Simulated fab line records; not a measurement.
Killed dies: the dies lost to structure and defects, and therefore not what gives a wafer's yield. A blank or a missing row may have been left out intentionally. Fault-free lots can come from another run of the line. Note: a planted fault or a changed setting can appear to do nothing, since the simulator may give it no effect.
Chamber matching | flow nand harc | 4 sister chambers for NHARC_A_STAIRCASE_ETCHBACK_422 on rie diel-05
The step etches the open film in CH3F/O2, target depth 40 nm, time 74.286 s. 4 wafers are shown with their chamber, then 9 later ones without.

EACH WAFER AND ITS CHAMBER
wafer  | chamber | showerhead plenum p Torr (Torr)
L075.6 | 3       | 2.48
L095.1 | 1       | 2.29
L095.2 | 0       | 2.30
L095.3 | 2       | 2.48

WAFERS WITHOUT THEIR CHAMBER
wafer  | showerhead plenum p Torr (Torr)
L096.1 | 2.30
L096.2 | 2.48
L096.3 | 2.46
L096.4 | 2.29
L096.5 | 2.48
L096.6 | 2.29
L097.2 | 2.48
L097.3 | 2.45
L097.4 | 2.30

EACH ONE'S CHAMBER
wafer  | from the rows above     | in truth
L096.1 | can't be placed: 0 or 1 | 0
L096.2 | can't be placed: 2 or 3 | 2
L096.3 | can't be placed: 2 or 3 | 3
L096.4 | can't be placed: 1 or 0 | 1
L096.5 | can't be placed: 2 or 3 | 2
L096.6 | can't be placed: 1 or 0 | 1
L097.2 | can't be placed: 2 or 3 | 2
L097.3 | can't be placed: 2 or 3 | 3
L097.4 | can't be placed: 0 or 1 | 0
Placed correctly: 0 of 9. From these rows, 9 cannot be placed; in 9 the true chamber is one of the candidates. Wrongly placed: 0.
How it was worked out, from the rows above alone: a wafer's distance from a chamber is the root of the sum, over the readings, of the square of ((its reading less the chamber's mean) divided by the reading's scatter). The wafer belongs to the nearest chamber; if the next one is less than 2 further off, it can't be placed. The mean given for a chamber averages the wafers shown for that chamber. The scatter: with one shown wafer a chamber, the root of the mean of the squares of how far each hidden wafer lies from its nearest shown one.
